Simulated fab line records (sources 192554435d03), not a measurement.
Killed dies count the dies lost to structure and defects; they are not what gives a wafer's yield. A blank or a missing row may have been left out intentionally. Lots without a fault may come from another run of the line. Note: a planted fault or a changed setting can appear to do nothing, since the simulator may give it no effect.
Chamber matching | flow n5-finfet | N5_BEOL_M2_STRIP_66 on rie-diel-03 has 4 sister chambers
The step strips in CF4. 8 wafers are shown with their chamber, then 12 later ones without.

== WAFERS WITH THEIR CHAMBER ==
wafer  | chamber | drypump-motor-current-A (A) | throttle-valve-pct (%)
L079.1 | 3       | 5.6                         | 14.14
L085.1 | 3       | 5.6                         | 14.18
L085.6 | 2       | 6.7                         | 13.66
L089.2 | 1       | 6.4                         | 13.35
L089.3 | 2       | 6.7                         | 13.67
L090.2 | 0       | 6.0                         | 13.65
L090.4 | 0       | 6.0                         | 13.62
L090.6 | 1       | 6.5                         | 13.36

== WAFERS MISSING THEIR CHAMBER ==
wafer  | drypump-motor-current-A (A) | throttle-valve-pct (%)
L092.1 | 6.0                         | 13.65
L092.2 | 6.4                         | 13.35
L092.4 | 6.0                         | 13.62
L093.2 | 6.7                         | 13.69
L093.4 | 6.5                         | 13.35
L093.6 | 6.0                         | 13.63
L096.2 | 6.0                         | 13.65
L096.5 | 5.6                         | 13.61
L096.6 | 6.7                         | 13.70
L097.1 | 6.0                         | 13.66
L097.5 | 5.6                         | 13.61
L097.6 | 6.0                         | 13.66

== WHICH CHAMBER EACH WENT THROUGH ==
wafer  | from the rows above | in truth
L092.1 | 0                   | 0
L092.2 | 1                   | 1
L092.4 | 0                   | 0
L093.2 | 2                   | 2
L093.4 | 1                   | 1
L093.6 | 0                   | 0
L096.2 | 0                   | 0
L096.5 | 0                   | 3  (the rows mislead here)
L096.6 | 2                   | 2
L097.1 | 0                   | 0
L097.5 | 0                   | 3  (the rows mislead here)
L097.6 | 0                   | 0
Correct placement for 10 of the 12. Not placeable from these rows: 0. Number placed wrongly: 2.
How it was worked out, from the rows above alone: a wafer's distance from a chamber is the root of the sum, over the readings, of the square of ((its reading less the chamber's mean) divided by the reading's scatter). If the next closest chamber is less than 2 further off than the closest, the wafer can't be placed; otherwise it belongs to the closest. The mean given for a chamber averages the wafers shown for that chamber. The scatter is the square root of a quotient: the sum, over the shown wafers, of each reading's squared deviation from its chamber's mean, divided by wafers minus chambers.
